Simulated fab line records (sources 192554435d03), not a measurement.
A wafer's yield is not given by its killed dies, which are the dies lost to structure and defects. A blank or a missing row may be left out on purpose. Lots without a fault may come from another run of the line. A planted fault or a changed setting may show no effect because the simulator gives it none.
Chamber matching -- flow n5Finfet -- N5_STI_FIN_REVEAL_ALD_00 on aldSin-01 has 4 sister chambers
The step deposits SiO2, target thk 1 nm, pulse time 1 s. 16 wafers are shown with their chamber, then 8 later ones without.

== WAFERS PAIRED WITH THEIR CHAMBERS ==
wafer,chamber,heaterPowerW (W),precursorPulseHeightRel
L080.3,0,483,0.988
L080.4,2,466,1.001
L080.5,2,469,0.942
L081.2,3,462,1.007
L081.4,1,470,1.002
L081.5,3,466,0.980
L084.2,0,467,1.023
L084.4,2,466,1.026
L084.6,1,467,0.957
L086.3,2,470,0.993
L086.4,3,463,0.975
L086.6,1,486,1.004
L090.3,1,473,0.986
L090.4,0,474,1.017
L090.6,2,460,1.018
L093.1,1,475,1.001

SIGNATURES (means of the wafers above)
reading,chamber 0,chamber 1,chamber 2,chamber 3,scatter within a chamber
heaterPowerW,474.67,474.20,466.20,463.67,5.84
precursorPulseHeightRel,1.00933,0.99000,0.99600,0.98733,0.0245
Rule: for a wafer and a chamber, the distance is found by dividing, reading by reading, the gap between the wafer's reading and the chamber's mean by the reading's scatter, squaring, summing and taking the root. If the next closest chamber is less than 2 further off than the closest, the wafer can't be placed; otherwise it belongs to the closest. How the scatter is found: for the shown wafers, subtract from each reading the mean of its chamber, square and add these, divide the total by (wafers less chambers), then take the root.

== WAFERS WITHOUT THEIR CHAMBER ==
wafer,heaterPowerW (W),precursorPulseHeightRel
L093.5,474,0.994
L093.6,464,0.999
L095.2,488,0.984
L095.3,470,0.988
L095.4,475,0.988
L097.1,466,1.018
L097.2,473,1.018
L097.3,483,1.017

== THE CHAMBER EACH PASSED THROUGH ==
wafer,from the rows above,in truth
L093.5,can't be placed: 1 or 0 or 2 or 3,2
L093.6,can't be placed: 2 or 3 or 1 or 0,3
L095.2,can't be placed: 1 or 0 or 2 or 3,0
L095.3,can't be placed: 1 or 2 or 3 or 0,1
L095.4,can't be placed: 1 or 0 or 2 or 3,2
L097.1,can't be placed: 2 or 3 or 0 or 1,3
L097.2,can't be placed: 0 or 1 or 2 or 3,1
L097.3,can't be placed: 0 or 1 or 2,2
Correct placement for 0 of the 8. These rows do not allow placing 8 (true chamber among the candidates in 8). Wrongly placed: 0.
